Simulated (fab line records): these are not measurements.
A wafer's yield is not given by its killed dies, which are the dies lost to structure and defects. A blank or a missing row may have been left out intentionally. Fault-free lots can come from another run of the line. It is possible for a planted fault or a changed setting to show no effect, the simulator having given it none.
Split-lot trial :: flow n5-finfet :: 39 wafers read across 7 lots, on a route 1938 steps long

SPLIT DETAILS
At N5_BEOL_M6_ILD_DEP_00 (deposits SiCOH lowk from DEMS/porogen, target thk 179.75 nm, time 33.4 s), the setting target-thk-a was moved away from the recipe's 1797.5 angstrom on 18 of the 39 wafers read, by -38.5% to +56.7%. This setting was run at the recipe's value on the other wafers.

FROM THE SPLIT TO THE READING: what the file shows between them, 1 step
- N5_BEOL_M6_CURE_74: cures SiCOH lowk, time 240 s

THE READING
M6_ILD_THK in nanometres, read at N5_BEOL_M6_THK_MEAS_01. Typical for fault-free wafers on this fab line: 154.4 nm, with standard deviation 2.1 nm.

wafer: L074.2
tool, chamber at the split: pecvd-04, 2
target-thk-a as run, angstrom: 1797.5
against the recipe: recipe
M6_ILD_THK, nm: 148.6
against lot-mates on the recipe: -

wafer: L074.3
tool, chamber at the split: pecvd-04, 0
target-thk-a as run, angstrom: 1797.5
against the recipe: recipe
M6_ILD_THK, nm: 151.2
against lot-mates on the recipe: -

wafer: L074.5
tool, chamber at the split: pecvd-04, 2
target-thk-a as run, angstrom: 1797.5
against the recipe: recipe
M6_ILD_THK, nm: 150.7
against lot-mates on the recipe: -

wafer: L076.1
tool, chamber at the split: pecvd-02, 2
target-thk-a as run, angstrom: 1797.5
against the recipe: recipe
M6_ILD_THK, nm: 154.2
against lot-mates on the recipe: -

wafer: L076.2
tool, chamber at the split: pecvd-02, 0
target-thk-a as run, angstrom: 2098
against the recipe: +16.7%
M6_ILD_THK, nm: 178.5
against lot-mates on the recipe: +23.5

wafer: L076.3
tool, chamber at the split: pecvd-02, 1
target-thk-a as run, angstrom: 2098
against the recipe: +16.7%
M6_ILD_THK, nm: 178.1
against lot-mates on the recipe: +23.1

wafer: L076.4
tool, chamber at the split: pecvd-02, 2
target-thk-a as run, angstrom: 2098
against the recipe: +16.7%
M6_ILD_THK, nm: 182.9
against lot-mates on the recipe: +27.9

wafer: L076.5
tool, chamber at the split: pecvd-02, 1
target-thk-a as run, angstrom: 1797.5
against the recipe: recipe
M6_ILD_THK, nm: 155.1
against lot-mates on the recipe: -

wafer: L076.6
tool, chamber at the split: pecvd-02, 0
target-thk-a as run, angstrom: 1797.5
against the recipe: recipe
M6_ILD_THK, nm: 155.7
against lot-mates on the recipe: -

wafer: L077.1
tool, chamber at the split: pecvd-04, 1
target-thk-a as run, angstrom: 2592
against the recipe: +44.2%
M6_ILD_THK, nm: 221.7
against lot-mates on the recipe: +67.7

wafer: L077.2
tool, chamber at the split: pecvd-04, 2
target-thk-a as run, angstrom: 1797.5
against the recipe: recipe
M6_ILD_THK, nm: 150.6
against lot-mates on the recipe: -

wafer: L077.3
tool, chamber at the split: pecvd-04, 0
target-thk-a as run, angstrom: 2592
against the recipe: +44.2%
M6_ILD_THK, nm: 222.8
against lot-mates on the recipe: +68.8

wafer: L077.4
tool, chamber at the split: pecvd-04, 1
target-thk-a as run, angstrom: 1797.5
against the recipe: recipe
M6_ILD_THK, nm: 156.3
against lot-mates on the recipe: -

wafer: L077.5
tool, chamber at the split: pecvd-04, 0
target-thk-a as run, angstrom: 1797.5
against the recipe: recipe
M6_ILD_THK, nm: 155.1
against lot-mates on the recipe: -

wafer: L077.6
tool, chamber at the split: pecvd-04, 2
target-thk-a as run, angstrom: 2592
against the recipe: +44.2%
M6_ILD_THK, nm: 222.9
against lot-mates on the recipe: +68.9

wafer: L078.1
tool, chamber at the split: pecvd-02, 0
target-thk-a as run, angstrom: 1277
against the recipe: -29.0%
M6_ILD_THK, nm: 108.9
against lot-mates on the recipe: -45.4

wafer: L078.2
tool, chamber at the split: pecvd-02, 1
target-thk-a as run, angstrom: 1797.5
against the recipe: recipe
M6_ILD_THK, nm: 152.5
against lot-mates on the recipe: -

wafer: L078.3
tool, chamber at the split: pecvd-02, 1
target-thk-a as run, angstrom: 1277
against the recipe: -29.0%
M6_ILD_THK, nm: 107.6
against lot-mates on the recipe: -46.7

wafer: L078.4
tool, chamber at the split: pecvd-02, 0
target-thk-a as run, angstrom: 1797.5
against the recipe: recipe
M6_ILD_THK, nm: 156.5
against lot-mates on the recipe: -

wafer: L078.5
tool, chamber at the split: pecvd-02, 0
target-thk-a as run, angstrom: 1277
against the recipe: -29.0%
M6_ILD_THK, nm: 108.3
against lot-mates on the recipe: -46.0

wafer: L078.6
tool, chamber at the split: pecvd-02, 1
target-thk-a as run, angstrom: 1797.5
against the recipe: recipe
M6_ILD_THK, nm: 153.9
against lot-mates on the recipe: -

wafer: L081.1
tool, chamber at the split: pecvd-02, 0
target-thk-a as run, angstrom: 1105
against the recipe: -38.5%
M6_ILD_THK, nm: 94.7
against lot-mates on the recipe: -60.5

wafer: L081.2
tool, chamber at the split: pecvd-02, 1
target-thk-a as run, angstrom: 1105
against the recipe: -38.5%
M6_ILD_THK, nm: 93.7
against lot-mates on the recipe: -61.5

wafer: L081.3
tool, chamber at the split: pecvd-02, 1
target-thk-a as run, angstrom: 1797.5
against the recipe: recipe
M6_ILD_THK, nm: 154.7
against lot-mates on the recipe: -

wafer: L081.4
tool, chamber at the split: pecvd-02, 0
target-thk-a as run, angstrom: 1797.5
against the recipe: recipe
M6_ILD_THK, nm: 154.8
against lot-mates on the recipe: -

wafer: L081.5
tool, chamber at the split: pecvd-02, 0
target-thk-a as run, angstrom: 1797.5
against the recipe: recipe
M6_ILD_THK, nm: 156.0
against lot-mates on the recipe: -

wafer: L081.6
tool, chamber at the split: pecvd-02, 1
target-thk-a as run, angstrom: 1105
against the recipe: -38.5%
M6_ILD_THK, nm: 96.2
against lot-mates on the recipe: -59.0

wafer: L092.1
tool, chamber at the split: pecvd-04, 0,1
target-thk-a as run, angstrom: 1326
against the recipe: -26.2%
M6_ILD_THK, nm: 115.1
against lot-mates on the recipe: -40.6

wafer: L092.2
tool, chamber at the split: pecvd-04, 1
target-thk-a as run, angstrom: 1797.5
against the recipe: recipe
M6_ILD_THK, nm: 154.6
against lot-mates on the recipe: -

wafer: L092.3
tool, chamber at the split: pecvd-04, 0,1
target-thk-a as run, angstrom: 1326
against the recipe: -26.2%
M6_ILD_THK, nm: 115.1
against lot-mates on the recipe: -40.6

wafer: L092.4
tool, chamber at the split: pecvd-04, 0
target-thk-a as run, angstrom: 1797.5
against the recipe: recipe
M6_ILD_THK, nm: 155.2
against lot-mates on the recipe: -

wafer: L092.5
tool, chamber at the split: pecvd-04, 0
target-thk-a as run, angstrom: 1326
against the recipe: -26.2%
M6_ILD_THK, nm: 116.4
against lot-mates on the recipe: -39.3

wafer: L092.6
tool, chamber at the split: pecvd-04, 1
target-thk-a as run, angstrom: 1797.5
against the recipe: recipe
M6_ILD_THK, nm: 157.3
against lot-mates on the recipe: -

wafer: L095.1
tool, chamber at the split: pecvd-01, 1
target-thk-a as run, angstrom: 2816
against the recipe: +56.7%
M6_ILD_THK, nm: 244.4
against lot-mates on the recipe: +86.0

wafer: L095.2
tool, chamber at the split: pecvd-01, 0
target-thk-a as run, angstrom: 2816
against the recipe: +56.7%
M6_ILD_THK, nm: 244.4
against lot-mates on the recipe: +86.0

wafer: L095.3
tool, chamber at the split: pecvd-01, 1
target-thk-a as run, angstrom: 1797.5
against the recipe: recipe
M6_ILD_THK, nm: 158.1
against lot-mates on the recipe: -

wafer: L095.4
tool, chamber at the split: pecvd-01, 0
target-thk-a as run, angstrom: 1797.5
against the recipe: recipe
M6_ILD_THK, nm: 157.4
against lot-mates on the recipe: -

wafer: L095.5
tool, chamber at the split: pecvd-01, 1
target-thk-a as run, angstrom: 1797.5
against the recipe: recipe
M6_ILD_THK, nm: 159.8
against lot-mates on the recipe: -

wafer: L095.6
tool, chamber at the split: pecvd-01, 0
target-thk-a as run, angstrom: 2816
against the recipe: +56.7%
M6_ILD_THK, nm: 247.7
against lot-mates on the recipe: +89.3
When a row names more than one chamber, that row covers several wafers, and the file does not tell which wafer ran in which chamber.

THE FIT
A straight line over all 39 wafers: M6_ILD_THK changes by +1.57 nm for each +1% of target-thk-a; r = +1.00; the points scatter about the line by 2.4 nm.
The same after taking each lot's own level away (the mean of its wafers on the recipe; 39 wafers): +1.55 nm for each +1%; r = +1.00; scatter 1.4 nm.
On that fit, the largest move of target-thk-a shifts the reading by 88 nm.
Across the lots, their own levels run from 150.17 to 158.43 nm, a range of 3.9 times the standard deviation given above.
The two slopes are in agreement: the lot-to-lot level therefore moves the slope only a little.
Check: for one of the wafers moved furthest among these (+56.7%), held out of the fit, the line's prediction against its lot-mates is +87.8 nm. Against them it came out at +86 nm.

THE WHOLE CHAIN: every reading that the file lists as answering this split, in the file's order
step: N5_BEOL_M6_ILD_DEP_00
what it does: deposits SiCOH lowk from DEMS/porogen, target thk 179.75 nm, time 33.4 s
reading: SiCOH_lowk_of_BEOL_M6_ILD_DEP_00.thk-nm (the simulator's own value, which no gauge read)
change (the file's fit): +1.77 nm for each +1% of the setting
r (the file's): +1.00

step: N5_BEOL_M6_CURE_74
what it does: cures SiCOH lowk, time 240 s
reading: SiCOH_lowk_of_BEOL_M6_ILD_DEP_00.thk-nm (the simulator's own value, which no gauge read)
change (the file's fit): +1.55 nm for each +1% of the setting
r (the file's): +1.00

step: N5_BEOL_M6_THK_MEAS_01
what it does: 
reading: M6_ILD_THK
change (the file's fit): +1.55 for each +1% of the setting
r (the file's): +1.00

THE FILE'S OWN FIT
M6_ILD_THK changes by +1.55 nm for each +1% of target-thk-a, r = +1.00.
